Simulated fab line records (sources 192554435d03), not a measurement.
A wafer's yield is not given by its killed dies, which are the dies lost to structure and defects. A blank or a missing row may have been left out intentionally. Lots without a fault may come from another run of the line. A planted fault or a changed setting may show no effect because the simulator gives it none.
Chamber matching -- flow n5Finfet -- N5_BEOL_M10_CMP_52 on cmp-03: 4 sister chambers
The step polishes, stops on SiCOH lowk, t overpolish 7 s, target thk 140 nm. 4 wafers are shown with their chamber, then 9 later ones without.

## WAFERS, EACH WITH ITS CHAMBER
wafer,chamber,motorCurrentA (A)
L088.5,3,6.1
L089.1,0,6.4
L089.4,1,5.0
L089.6,2,7.3

## WAFERS WHOSE CHAMBER IS MISSING
wafer,motorCurrentA (A)
L090.3,5.2
L090.4,6.8
L090.6,7.1
L094.2,5.1
L094.3,7.2
L094.6,5.2
L096.4,4.9
L096.5,6.5
L096.6,7.4

## THE CHAMBER EACH PASSED THROUGH
wafer,from the rows above,in truth
L090.3,1,1
L090.4,can't be placed: 0 or 2 or 3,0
L090.6,2,2
L094.2,1,1
L094.3,2,2
L094.6,1,1
L096.4,1,1
L096.5,can't be placed: 0 or 3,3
L096.6,2,2
7 of 9 placed correctly. Can't be placed from these rows: 2 (the true chamber is among the candidates in 2). 0 placed wrongly.
How it was worked out, from the rows above alone: a wafer's distance from a chamber is the root of the sum, over the readings, of the square of ((its reading less the chamber's mean) divided by the reading's scatter). The wafer belongs to the nearest chamber; if the next one is less than 2 further off, it can't be placed. A chamber's mean is the mean of its shown wafers. The scatter: root of mean squared gap, hidden wafer to nearest shown wafer, with one shown wafer a chamber.
